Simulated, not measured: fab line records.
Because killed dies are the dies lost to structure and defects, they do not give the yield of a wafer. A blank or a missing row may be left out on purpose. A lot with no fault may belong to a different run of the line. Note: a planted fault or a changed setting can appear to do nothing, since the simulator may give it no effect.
Matching of chambers | flow n5_finfet | N5_MIM_BOT_ETCH_ETCH_04 on rie_diel-02: 4 sister chambers
The step etches SiNx in CF4/O2, target depth 26 nm, time 13 s. 4 wafers are shown with their chamber, then 11 later ones without.

## WAFERS PAIRED WITH THEIR CHAMBERS
wafer  | chamber | showerhead_plenum_p_Torr (Torr)
L086.4 | 2       | 2.33
L087.5 | 3       | 2.26
L087.6 | 0       | 2.19
L090.2 | 1       | 2.11

## WAFERS MISSING THEIR CHAMBER
wafer  | showerhead_plenum_p_Torr (Torr)
L090.3 | 2.19
L090.4 | 2.33
L092.2 | 2.25
L092.5 | 2.11
L092.6 | 2.33
L095.2 | 2.25
L095.3 | 2.33
L095.5 | 2.32
L094.1 | 2.33
L094.5 | 2.32
L094.6 | 2.25

## WHICH CHAMBER EACH WENT THROUGH
wafer  | from the rows above | in truth
L090.3 | 0                   | 0
L090.4 | 2                   | 2
L092.2 | 3                   | 3
L092.5 | 1                   | 1
L092.6 | 2                   | 2
L095.2 | 3                   | 3
L095.3 | 2                   | 2
L095.5 | 2                   | 2
L094.1 | 2                   | 2
L094.5 | 2                   | 2
L094.6 | 3                   | 3
Correct placement for 11 of the 11. Can't be placed from these rows: 0. Placed wrongly: 0.
How it was worked out, from the rows above alone: a wafer's distance from a chamber is the root of the sum, over the readings, of the square of ((its reading less the chamber's mean) divided by the reading's scatter). The wafer belongs to the nearest chamber; if the next one is less than 2 further off, it can't be placed. For every chamber, the mean is computed from those of its wafers that are shown. The scatter (one wafer shown for each chamber): square how far every hidden wafer sits from the nearest shown wafer, average those squares and take the square root.
